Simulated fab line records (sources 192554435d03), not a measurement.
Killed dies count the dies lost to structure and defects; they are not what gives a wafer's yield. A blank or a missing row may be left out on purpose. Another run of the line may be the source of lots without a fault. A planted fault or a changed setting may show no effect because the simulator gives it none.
The same fault as seen by 2 desks	flow n5 finfet	what lay behind the numbers comes last; until then each desk has only its own

== DESK OF THE TOOL OWNER: rie diel-05 ==
The tool's own readings at N5_BEOL_M3_ETCH_63 (etches SiARC in CF4, target depth 15.6 nm, time 26 s): means of the sampled wafers that have a number, for each lot that ran on this tool. Any lot whose mean is over 4 standard deviations away from the usual mean is out of limits and marked OUT; that distance is given in the brackets. 7 of its 8 readings are shown, namely those furthest out on some lot.
Columns: A = bias w at N5_BEOL_M3_ETCH_63, usual 36.00 W; B = cf4 flow sccm at N5_BEOL_M3_ETCH_63, usual 100.03 sccm; C = drypump motor current A at N5_BEOL_M3_ETCH_63, usual 5.6 A; D = etch rf on time s at N5_BEOL_M3_ETCH_63, usual 25.7 s; E = rf vpp V at N5_BEOL_M3_ETCH_63, usual 184.2 V; F = showerhead plenum p Torr at N5_BEOL_M3_ETCH_63, usual 2.14 Torr; G = throttle valve pct at N5_BEOL_M3_ETCH_63, usual 15.54 %
lot	first seen here	A	B	C	D	E	F	G
L617	day 6 23:01	35.95	100.32	6.2	25.2	183.3	2.12	15.32
L621	day 7 20:41	36.00	100.06	6.0	25.5	183.9	2.14	15.36
L622	day 8 05:29	36.09	99.83	6.1	25.3	183.7	2.16	15.36
L623	day 8 06:24	35.99	99.71	6.0	25.5	184.0	2.14	15.37
L627	day 9 01:16	36.04	99.89	6.4	25.3	185.2	2.22	15.24
L628	day 9 13:10	35.95	99.91	6.2	25.8	185.9	2.23	15.32
Finding of this desk: none of the 6 lots has anything out of limits.

== FROM THE METROLOGY DESK ==
Means of the sampled wafers that have a number, per lot and without regard to the tool the lot ran on: this is what the gauges read. Any lot whose mean is over 4 standard deviations away from the usual mean is out of limits and marked OUT; that distance is given in the brackets. 7 of its 12 readings are shown, namely those furthest out on some lot.
Columns: A = DIBL_N at N5_BEOL_M4_RC_MEAS_101, usual 36.3 mV/V; B = DIBL_P at N5_BEOL_M4_RC_MEAS_101, usual 36.2 mV/V; C = IOFF_N at N5_BEOL_M4_RC_MEAS_101, usual 0.16 nA/um; D = IOFF_P at N5_BEOL_M4_RC_MEAS_101, usual 0.21 nA/um; E = ION_N at N5_BEOL_M4_RC_MEAS_101, usual 673 uA/um; F = SS_N at N5_BEOL_M4_RC_MEAS_101, usual 71.6 mV/dec; G = VT_N at N5_BEOL_M4_RC_MEAS_101, usual 251 mV
lot	first seen here	A	B	C	D	E	F	G
L617	day 6 21:22	35.5	34.5	0.15	0.21	680	72.0	251
L619	day 7 01:41	34.2	34.8	0.14	0.17	662	71.2	254
L620	day 7 12:47	35.4	35.1	0.15	0.18	667	72.0	251
L621	day 7 19:04	37.9	38.1	0.18	0.26	672	72.0	251
L622	day 8 04:19	34.1	34.1	0.13	0.20	667	70.6	253
L623	day 8 04:36	39.8	39.6	0.25	0.28	682	72.5	245
L626	day 8 18:56	36.1	37.0	0.16	0.20	665	71.3	248
L627	day 8 23:07	35.5	35.8	0.16	0.19	684	71.9	250
L628	day 9 10:26	36.5	35.0	0.16	0.19	670	71.6	253
L634	day 10 18:34	-	-	-	-	-	-	-
L632	day 10 22:55	-	-	-	-	-	-	-
L638	day 11 23:12	37.5	36.3	0.16	0.20	678	71.4	250
L639	day 12 11:38	36.1	35.4	0.13	0.17	663	71.1	253
L640	day 12 14:50	38.7	40.4	0.22	0.27	697	72.5	245
Finding of this desk: none of the 14 lots has anything out of limits.

== PUT TOGETHER ==
The desk of the tool owner found nothing out of limits.
Metrology desk: nothing out of limits seen.

== WHAT THE SIMULATOR PUT IN ==
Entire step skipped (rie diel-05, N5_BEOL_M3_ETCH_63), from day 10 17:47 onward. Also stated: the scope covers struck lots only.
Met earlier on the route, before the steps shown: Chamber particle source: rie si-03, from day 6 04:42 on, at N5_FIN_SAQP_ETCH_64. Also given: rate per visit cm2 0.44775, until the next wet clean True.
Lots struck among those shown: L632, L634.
